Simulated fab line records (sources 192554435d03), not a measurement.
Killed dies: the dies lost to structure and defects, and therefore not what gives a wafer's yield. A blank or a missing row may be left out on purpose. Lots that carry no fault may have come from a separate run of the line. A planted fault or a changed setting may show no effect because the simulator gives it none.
fab line records	flow n5_finfet
record: lots: 5	wafers: 15	last_day: 16
route steps=1938 shown SD_ACTIVATION@331 ILD0@335 BEOL_M4@1111 PASSIVATION@1936
lots untouched by any fault: they come from a run of this same line in which no faults occurred
start_h: hours from the record's first day to the start of the lot's first wafer shown	wait_h: how many hours have passed since the lot's step before this one	" identical to the entry in the row above	L1.1+2: one row covering several wafers at once	- either no value or no given start	* or withheld: withheld	< > ~ a bound
route shown NAME@n: names a module that has steps shown in the file, with the first one's number in the route	usual: average and standard deviation across the fault-free wafers	same: alike in all rows	chamber/n: place in a boat	sites: the reading at each site	_std_site: how widely they spread, as a standard deviation	_edge_site: inner sites' mean taken away from outer sites' mean	radius_mm: for every site, how far away it sits from the centre of the wafer	mask NAME#n: copy n	behind: the last tool/chamber to shape the wafer	hold: the reason the lot was held/the length of the hold in hours/how it ended	device: names the non-switching transistor (n, p or np)	end of line: the route-end tests of the same wafers	a step given without rows: its recipe and nothing more	killed: at the first sort, the dies lost to defects and structure; wafer yield is something else	map: dies across one wafer; x = killed, . = not, _ = none there
set.NAME: setting as actually run; set.NAME@STEP: the setting as run at that earlier step	model.NAME: the simulator's own value behind a step, which no gauge read
lots at some steps of the route; a table a step, a row a wafer
services: a tool's chamber out of use, with start hour (start_h, from the record's first day; less than 0 if before it), hours out, and reason
== steps ==
step: N5_SD_ACTIVATION_LSA_01
recipe: temp_c: 1080	time_s: 0.0008	ambient: N2
step: N5_ILD0_LINER_00
recipe: material: SiNx	target_thk_a: 40	temp_c: 400	ald_precursor_family: SiH2I2	ald_co_reactant: N2/H2-plasma	pulse_time_s: 1	purge_time_s: 2	co_reactant_purge_time_s: 2	ald_cycles: 80	pressure_torr: 2
step: N5_ILD0_FCVD_FILL_01
recipe: material: SiO2_flowable	target_thk_a: 2000	temp_c: 100	pressure_torr: 0.8	rf_w: 2000	time_s: 328.3
step: N5_ILD0_CURE_02
recipe: temp_c: 450	time_s: 1800	ambient: steam	idle_temp_c: 400	ramp_up_c_per_min: 5	ramp_down_c_per_min: 3	densification_p_h2o_torr: 640
step: N5_ILD0_CMP_03
recipe: stop_on: SiNx	t_overpolish_s: 1.9	post_cmp_clean: alkaline_brush	down_force_psi: 4.1491	platen_rpm: 51.796	pad_velocity_m_s: 1.0306	target_thk_nm: 197.38
step: N5_ILD0_CMP_07
recipe: stop_on: poly-Si	material: SiO2_flowable	t_overpolish_s: 1.18	post_cmp_clean: alkaline_brush	down_force_psi: 4.1491	platen_rpm: 51.796	pad_velocity_m_s: 1.0306	target_thk_nm: 138.88
step: N5_ILD0_PRECLEAN_10
recipe: chemistry: NF3:NH3	afs_cycles: 5	time_s: 20	temp_c: 30	sublimation_temp_c: 180	sublimation_time_s: 60	pressure_torr: 3	rf_power_w: 30
step: N5_ILD0_ALD_15
recipe: material: SiNx	target_thk_a: 240	temp_c: 400	ald_precursor_family: SiH2I2	ald_co_reactant: N2/H2-plasma	pulse_time_s: 1	ald_cycles: 480	purge_time_s: 2	co_reactant_purge_time_s: 2	pressure_torr: 2
usual: ald_cycles: 480/0	chamber_pressure_Torr: 2.000/0.0042	heater_power_w: 842/71	precursor_pulse_height_rel: 1.000/0.021
lot.wafer	tool	chamber	start_h	wait_h	ald_cycles	chamber_pressure_Torr	heater_power_w	precursor_pulse_height_rel
L815.1	ald_sin-03	3	80.52	0.9	480	2.000	1010	0.973
L815.3	"	2	"	"	480	1.997	858	1.029
L815.6	"	1	81.61	1.4	480	2.002	845	1.008
L825.1	ald_sin-02	0	143.67	0.6	-	-	-	-
L825.2	"	3	"	"	-	-	-	-
L825.5	"	2	144.76	1.3	-	-	-	-
L826.2	ald_sin-03	0	149.20	0.5	-	-	-	-
L826.3	"	2	"	"	-	-	-	-
L826.5	"	0	150.28	1.2	-	-	-	-
L827.3	ald_sin-03	0	156.84	0.6	-	-	-	-
L827.5	"	1	157.92	1.4	-	-	-	-
L827.6	"	0	"	"	-	-	-	-
L834.3	ald_sin-01	0	197.18	0.4	480	1.996	816	1.007
L834.4	"	2	"	"	480	1.996	862	0.969
L834.5	"	2	198.26	1.2	480	2.001	852	1.021
step: N5_ILD0_CMP_12
recipe: stop_on: poly-Si	material: SiNx	t_overpolish_s: 6	post_cmp_clean: alkaline_brush	down_force_psi: 2.5	platen_rpm: 51.8	pad_velocity_m_s: 1.0307	target_thk_nm: 17.67
usual: motor_current_A: 9.1/0.7	overpolish_run_s: 5.999/0.009	platen_rpm: 51.80/0.041	time_to_endpoint_s: 29.5/2.3
lot.wafer	tool	chamber	start_h	wait_h	motor_current_A	overpolish_run_s	platen_rpm	time_to_endpoint_s	model.SiO2_flowable_of_ILD0_FCVD_FILL_01.thk_nm
L815.1	cmp-04	3	82.76	1.2	9.4	5.990	51.83	31.6	120.6
L815.3	"	0	"	"	7.9	6.008	51.91	32.6	119.2
L815.6	"	2	"	"	9.6	6.010	51.83	33.4	119.8
L825.2	cmp-04	0	145.87	1.1	7.5	-	51.80	-	16
L825.1	"	3	"	"	9.9	-	51.82	-	16.2
L825.5	"	0	"	"	7.7	-	51.83	-	16.4
L826.2	cmp-03	0	151.47	1.2	8.9	-	51.86	-	17.2
L826.3	"	1	"	"	9.0	-	51.74	-	16.8
L826.5	"	2	"	"	8.7	-	51.77	-	16
L827.3	cmp-03	3	159.04	1.1	9.7	-	51.81	-	17
L827.5	"	3	"	"	10.3	-	51.77	-	17.4
L827.6	"	0	"	"	9.4	-	51.75	-	17.8
L834.3	cmp-04	0	199.45	1.2	7.8	6.006	51.92	28.1	121.2
L834.4	"	1	"	"	9.3	6.014	51.77	29.8	119.6
L834.5	"	2	"	"	9.9	5.986	51.80	31.6	121.2
step: N5_BEOL_M4_RC_MEAS_101
usual: DIBL_N: 36.3/1.2	DIBL_P: 36.1/1.6	IOFF_N: 0.161/0.023	IOFF_P: 0.209/0.027	ION_N: 676/8.9	ION_P: 462/5.3	SS_N: 71.5/0.51	SS_P: 73.2/0.5	VT_N: 249.1/2.5	VT_P: -249.9/2.8
lot.wafer	tool	chamber	start_h	wait_h	DIBL_N[mV/V]	DIBL_P[mV/V]	IOFF_N[nA/um]	IOFF_P[nA/um]	ION_N[uA/um]	ION_P[uA/um]	SS_N[mV/dec]	SS_P[mV/dec]	VT_N[mV]	VT_P[mV]
L815.1	prober-02	0	182.03	0.0	35.4	34.6	0.138	0.187	670	460	71.3	72.8	252.4	-251.8
L815.3	"	0	"	"	34.7	33.9	0.127	0.180	667	457	71.2	72.4	254.7	-250.7
L815.6	"	0	"	"	35.0	34.1	0.129	0.174	673	462	70.6	72.8	253.5	-251.3
L834.3	prober-01	0	294.60	0.3	35.8	36.9	0.173	0.216	670	459	72.0	73.3	247.9	-248.2
L834.4	"	0	"	"	35.5	36.2	0.162	0.202	680	454	72.5	73.2	247.7	-248.1
L834.5	"	0	"	"	36.3	37.3	0.175	0.229	681	464	71.4	73.6	247.1	-248.9
step: N5_PASSIVATION_PROBE_49
usual: defect_limited_yield: 91.3/1.5	killed_at_M0_to_M3: 35/10	killed_at_M4_up: 13/5.3	killed_at_contacts: 12/5.7	killed_at_front_end: 39/11	killed_at_other: 3.3/2.7	killed_dies: 102/18	killed_on_rim: 13/4	killed_open: 67/13	killed_short: 34/7.8	sort_bin_5_function: 5.1/1	sort_bin_6_memory: 3.3/0.68	sort_n_pass: 1078/18	sort_yield_pct: 91.3/1.5
same: gross_dies: 1180	killed_at_back_side: 0	sort_bin_4_leakage[%]: 0	sort_bin_8_speed[%]: 0
lot.wafer	tool	chamber	start_h	wait_h	defect_limited_yield[%]	killed_at_M0_to_M3	killed_at_M4_up	killed_at_contacts	killed_at_front_end	killed_at_other	killed_dies	killed_on_rim	killed_open	killed_short	sort_bin_5_function[%]	sort_bin_6_memory[%]	sort_n_pass	sort_yield_pct[%]
L815.1	prober-02	-	278.35	0.0	89.3	45	11	10	53	7	126	14	82	43	5.1	4.7	1054	89.3
L815.3	prober-02	-	278.45	0.1	90.6	44	24	9	29	5	111	10	76	33	5.5	3.5	1069	90.6
L815.6	prober-02	-	278.60	0.3	91.4	38	12	11	35	5	101	15	57	43	4.6	3.6	1079	91.4
L825.1	prober-02	-	341.64	0.7	28.2	38	15	22	771	1	847	59	75	30	68.5	3.1	333	28.2
L825.2	prober-02	-	341.69	0.7	27.4	28	22	16	790	1	857	148	69	37	69.3	2.9	323	27.4
L825.5	prober-02	-	341.84	0.9	25.4	26	27	19	807	1	880	51	92	37	69.7	4.5	300	25.4
L827.3	prober-02	-	356.81	0.1	26.1	33	9	11	817	2	872	152	60	33	71.1	2.5	308	26.1
L827.5	prober-02	-	356.91	0.2	28.6	24	4	18	794	2	842	82	60	29	68.1	3.1	338	28.6
L827.6	prober-02	-	356.96	0.3	24.8	52	15	9	811	0	887	151	78	46	71.1	3.7	293	24.8
L826.2	prober-02	-	358.83	0.4	29.0	47	18	11	759	3	838	147	77	44	66.7	3.6	342	29.0
L826.3	prober-02	-	358.88	0.4	27.5	21	15	14	801	5	856	152	67	30	69.2	3.1	324	27.5
L826.5	prober-02	-	358.98	0.5	27.9	47	23	20	761	0	851	149	76	48	68.3	3.7	329	27.9
L834.3	prober-01	-	391.39	0.1	92.2	29	18	9	36	0	92	11	63	28	4.9	2.7	1088	92.2
L834.4	prober-01	-	391.44	0.2	91.7	37	15	12	34	0	98	16	76	22	4.7	3.4	1082	91.7
L834.5	prober-01	-	391.49	0.2	91.1	41	10	10	44	0	105	15	64	40	5.2	3.3	1075	91.1
killed by level:class
L815.1 STI_FIN_REVEAL:geometric_particle:open=24 BEOL_M0_SAQP:geometric_particle:open=16 BEOL_M0_SAQP:geometric_particle:short=15 MOL_CONTACT_COAG:geometric_particle:open=7 BEOL_M0:geometric_particle:open=7 FIN_SAQP:geometric_particle:short=6 FIN_SAQP:geometric_particle:open=5 GATE_CUT:geometric_particle:short=5
L815.3 BEOL_M2:geometric_particle:open=12 BEOL_M0_SAQP:geometric_particle:short=10 BEOL_M4:geometric_particle:open=9 MOL_CONTACT_COAG:geometric_particle:open=8 STI_FIN_REVEAL:geometric_particle:open=6 BEOL_M3:geometric_particle:open=6 FIN_SAQP:geometric_particle:open=5 FIN_SAQP:geometric_particle:short=5
L815.6 BEOL_M0_SAQP:geometric_particle:short=10 BEOL_M0_SAQP:geometric_particle:open=10 FIN_SAQP:geometric_particle:short=9 MOL_CONTACT_COAG:geometric_particle:open=9 FIN_SAQP:geometric_particle:open=8 STI_FIN_REVEAL:geometric_particle:open=6 BEOL_M4:geometric_particle:open=6 BEOL_M2:geometric_particle:open=6
L825.1 ILD0:area_ald=740 MOL_CONTACT_COAG:geometric_particle:open=17 BEOL_M2:geometric_particle:open=11 STI_FIN_REVEAL:geometric_particle:open=10 FIN_SAQP:geometric_particle:open=6 BEOL_M4:geometric_particle:open=6 BEOL_M0_SAQP:geometric_particle:short=5 MOL_CONTACT_COAG:geometric_particle:short=5
L825.2 ILD0:area_ald=750 BEOL_M4:geometric_particle:open=17 MOL_CONTACT_COAG:geometric_particle:open=12 FIN_SAQP:geometric_particle:short=11 BEOL_M1:geometric_particle:open=8 STI_FIN_REVEAL:geometric_particle:open=6 STARTING-WAFER:geometric_particle:short=6 FIN_SAQP:geometric_particle:open=5
L825.5 ILD0:area_ald=747 STI_FIN_REVEAL:geometric_particle:open=29 MOL_CONTACT_COAG:geometric_particle:open=17 BEOL_M4:geometric_particle:open=11 STI_FIN_REVEAL:geometric_particle:short=8 BEOL_M4:geometric_particle:short=7 FIN_SAQP:geometric_particle:open=6 FIN_SAQP:geometric_particle:short=5
L827.3 ILD0:area_ald=779 FIN_SAQP:geometric_particle:short=10 MOL_CONTACT_COAG:geometric_particle:open=9 BEOL_M2:geometric_particle:open=8 BEOL_M1:geometric_particle:open=7 BEOL_M3:geometric_particle:open=7 FIN_SAQP:geometric_particle:open=6 STI_FIN_REVEAL:geometric_particle:open=5
L827.5 ILD0:area_ald=752 MOL_CONTACT_COAG:geometric_particle:open=13 STI_FIN_REVEAL:geometric_particle:open=11 FIN_SAQP:geometric_particle:short=9 BEOL_M3:geometric_particle:open=6 BEOL_M1:geometric_particle:open=6 GATE_CUT:geometric_particle:open=5 MOL_CONTACT_COAG:geometric_particle:short=5
L827.6 ILD0:area_ald=763 BEOL_M2:geometric_particle:open=18 FIN_SAQP:geometric_particle:short=12 BEOL_M3:geometric_particle:open=8 BEOL_M1:geometric_particle:open=7 GATE_CUT:geometric_particle:short=7 FIN_SAQP:geometric_particle:open=6 MOL_CONTACT_COAG:geometric_particle:open=6
L826.2 ILD0:area_ald=715 BEOL_M0_SAQP:geometric_particle:open=12 MOL_CONTACT_COAG:geometric_particle:open=11 BEOL_M0_SAQP:geometric_particle:short=9 FIN_SAQP:geometric_particle:short=8 BEOL_M0:geometric_particle:open=7 BEOL_M2:geometric_particle:open=7 FIN_SAQP:geometric_particle:open=6
L826.3 ILD0:area_ald=759 BEOL_M4:geometric_particle:open=11 FIN_SAQP:geometric_particle:open=10 STI_FIN_REVEAL:geometric_particle:open=10 MOL_CONTACT_COAG:geometric_particle:open=10 BEOL_M0_SAQP:geometric_particle:open=8 FIN_SAQP:geometric_particle:short=6 MOL_CONTACT_COAG:geometric_particle:short=4
L826.5 ILD0:area_ald=727 MOL_CONTACT_COAG:geometric_particle:open=16 FIN_SAQP:geometric_particle:short=13 BEOL_M0_SAQP:geometric_particle:short=10 BEOL_M0:geometric_particle:open=9 BEOL_M1:geometric_particle:open=8 BEOL_M4:geometric_particle:open=7 FIN_SAQP:geometric_particle:open=6
L834.3 BEOL_M3:geometric_particle:open=12 STI_FIN_REVEAL:geometric_particle:open=8 FIN_SAQP:geometric_particle:short=6 MOL_CONTACT_COAG:geometric_particle:open=6 FIN_SAQP:geometric_particle:open=5 BEOL_M4:geometric_particle:open=5 BEOL_M5:geometric_particle:open=5 DUMMY_GATE:geometric_particle:open=4
L834.4 BEOL_M3:geometric_particle:open=14 BEOL_M1:geometric_particle:open=10 MOL_CONTACT_COAG:geometric_particle:open=10 DUMMY_GATE:geometric_particle:open=7 BEOL_M5:geometric_particle:open=6 STI_FIN_REVEAL:geometric_particle:open=5 BEOL_M0_SAQP:geometric_particle:open=4 BEOL_M3:geometric_particle:short=4
L834.5 FIN_SAQP:geometric_particle:short=13 BEOL_M3:geometric_particle:open=13 FIN_SAQP:geometric_particle:open=7 MOL_CONTACT_COAG:geometric_particle:open=7 BEOL_M0_SAQP:geometric_particle:open=6 BEOL_M1:geometric_particle:open=5 STI_FIN_REVEAL:geometric_particle:open=4 DUMMY_GATE:geometric_particle:open=4
map L825.5 (x killed, . not)
_________________.......x....________________
______________x..x.x...x....x.xx_____________
___________.xxx.xxx..x.xxx..xx.x...__________
__________xx.x.xxxx.xx.xx.xxxx...x.._________
________...x...xxxxxxxxxxxxxx.xx....xx_______
_______..xxxxxxxxxxx.xxxxxxxxxxx.xx....______
______x...xxxxxxxxxxxxxxxxxxx.xxxx.x...._____
_____.xxx.xxx..xxx.xxxxxxx.xxxx..xxxxx...____
____..x..xxxx..xxxxxxxxxxxxxxxxxxxx.....xx___
___x..x.x..x.xxxxxxxxxxxxxxxxxxxxxxxxx.x.x.__
___..xxxxxxxxxxx.xxxxxxxxxxxxxxx.xxxxxx.x.x__
__...xxxxxx.xxxxxxxxxxxxxxxxxxxxxxx.xxxx...._
__.xx..x.xxxxxxxxxxxxxxxxxxxxxxxxxx.xx.x.x.x_
_.x...xxx.xxxxxxxxxxxxxxxxxxxxxxxxxxxx.xxx...
_...xxx.xxxxxxxxxxxxxxxxxxxxxxxxxxxxx.x.xx...
_..xx.xxxxxxxxxxxxxxxxxxxxxxxxxxxxxxxxxxx.xx.
_.x..xxxxxxxxxxxxxxxxxxxxxxxxxxx.xxxxxxx.....
_.x..xxxx.xxxxxxxxxxxxxxxxx.xxxxxxxxxxxxx.x..
_x.xx.xxxxxx.xxxxxxxxxxxxxxxxxxxxxxxxxxxx...x
_xx.xx.xxxxxxxxxxxxxxxxxxxxxxxxxxxxxxxxxxxx..
_.x.xxxxxx.xxxxxxxxxxxxxxxxxxxxxxxxxxxxxxx.x.
__x...xxx.xxxxxxxxxxxxxxxxxxxxxxxx.xxxxxx..x_
__....xx.xxxxxxxxxxxxxxxxxxxxxxxxxxx.x.xxxx._
___....xxxxx..xxxxxxxxxxxxxxxxxxxxxx.x.xx..__
___..xx.....xxxxxxxxxxxxxxxxxxxxxxx.x.x....__
____xx.xxxxx..xxxxxx.xxxxx.xxxxxxxxxx..xxx___
_____.x.x.xxxx.xxxxxxxxxxxxxxxxx.xx.xxxx.____
______xx.x....xxx.xxxxxxxxxxxxxxxxxxxx.._____
_______...xxxxxxxxx.xxxxx...xxxxxxxxx..______
________xx..xxx.xxxxxxxxxxxx.xxx.x.xxx_______
__________...xx.x.x..xxx.xxxxxx.xx.x_________
___________....xxx......x.x.xx....x__________
______________.......xxxx.xxx..._____________
_________________x..x......xx________________
map L826.3 (x killed, . not)
_________________xxxxxxxxxxxx________________
______________xxxxxxxxxxxxxxxxxx_____________
___________xxxxx.xxxxxxx.xxxxxxxxxx__________
__________xxxxx.xxxxxxxxxxxxxxxxxxxx_________
________xxxxxxxx.xxxxxxxx.x.xxxxxxxxxx_______
_______xxxxxxxxx.x..xxxx.xxxx..xx.xxxxx______
______xxxxxxxxxx..xxxxxx.xxxx.xxxxxxxxxx_____
_____xxx.xxxxx.xxxx.xx.xxx...xxxxx.xxxxxx____
____xxxxxxx.xxxxxxx...xxxx.xxx.xxxxx.xxxxx___
___xxxxxxxxxxx....x.x.xxxx.x..xx.xxxxxxxxxx__
___xxxxxxxxxx.x.x..x..x.x..x.xxxxxx.xxxxxxx__
__xxxxxxxxx.xxxx.xx.x.xx......x.xx.x.xxxxxxx_
__xxxxxxxxx.xx.xxx...x..x.xx..xx..x.x.xxxxxx_
_xxxx.xx..xxxx....x..........x.xxxxx.xxxxxxxx
_xxxxxxxx..x...x...............xxx...xxxxxxxx
_xxxxxxxxxx.xx..x.xx....x..x..xx.x.xxxxxxxxxx
_xxxxx.xx..xxxx...x..x...x.....xx.xxx.xxxxxxx
_xxxx.xxxxx..x..x..x..xxx......xxxx....xxxxxx
_xxxxxxx..x.xx...xxx.xx...x...x.x...xxxx.xxxx
_xxxxxxxxxxxx...x...xx........xx...xxxxxxxxxx
_xxxxxxxx.xx.xxx.xxx...x.......xxx...xxxxxxxx
__xxxxx.xxxxx.xx.x..x...x..xx...xx.xxxxxxxxx_
__xxxxxxxx..x..xxx.x..........xx.x..xxxxxxxx_
___xxxxxxx.xxx.xxxxx...xxxxxxxx..x.xxxxxxxx__
___xxxxxx.x.xx....x.xxx..xx...x..x.x.x.xxxx__
____xxx..xx.x.x.x....xx.x.x...x..xxxxxx.xx___
_____xxxxxxxxxxx..x.....xxxx.xxxxxxxxxxxx____
______xxxxxxx.x.x.x.xxxxx.xx.xxx.xxxxxxx_____
_______xxxxxxxxxxxxxxxxxx.x.xxxxxx.xxxx______
________xxxxxxxxxxxxx.xxxx.xx.xxx.xxxx_______
__________xxxxxxxxxxxxxxxxxxxxxxx.xx_________
___________xxxxxxxxx..xxxxxxxxxxxxx__________
______________xxxxxxxxxxxx.xxxxx_____________
_________________xxxxxxxxxxxx________________
== services ==
tool	chamber	start_h	hours	kind
cmp-04	-	87.12	1.4	repair
ald_sin-03	-	112.71	2.8	pm
cmp-03	-	142.93	1.2	repair
ald_sin-01	1	145.72	3.2	repair
cmp-04	-	149.07	6.8	pm
cmp-04	-	164.22	2.1	repair
cmp-03	-	164.27	0.9	repair
cmp-04	-	174.93	1.3	repair
cmp-03	-	175.11	3.4	pm
ald_sin-02	-	176.75	14.0	pm
ald_sin-02	0	176.75	14.0	vent_cycle
ald_sin-02	1	176.75	14.0	vent_cycle
ald_sin-02	2	176.75	14.0	vent_cycle
ald_sin-02	3	176.75	14.0	vent_cycle
ald_sin-02	0	190.75	-	clean
ald_sin-02	1	190.75	-	clean
ald_sin-02	2	190.75	-	clean
ald_sin-02	3	190.75	-	clean
cmp-03	-	195.42	1.8	repair
== key ==
first_sign: step: N5_ILD0_ALD_15	reading: tool_record	direction: missing
effect: step: N5_PASSIVATION_PROBE_49	reading: killed_at_front_end	direction: up	sigmas: 68	usual: 39	struck: 790
model_effect: step: N5_ILD0_CMP_12	value: SiO2_flowable_of_ILD0_FCVD_FILL_01.thk_nm	without: 120.5	struck: 16.76
more_kills_born_at: N5_ILD0_ALD_15@ald_sin-03: 4495	N5_ILD0_ALD_15@ald_sin-02: 2237
met_at N5_ILD0_ALD_15
struck_wafers L825.1,L825.2,L825.5,L826.2,L826.3,L826.5,L827.3,L827.5,L827.6
later_rows_left_out L825.1,L825.2,L825.5,L826.2,L826.3,L826.5,L827.3,L827.5,L827.6
onset_between 80.52 143.67
fault: kind: skipped_step_whole	tool: ald_sin-02,ald_sin-03	chamber: -	onset_h: 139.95	steps: N5_ILD0_ALD_15	scope: struck_lots_only
later_rows_left_out: the simulator's readings of these wafers behind a module that went badly wrong aren't trusted and aren't shown, but for the sort
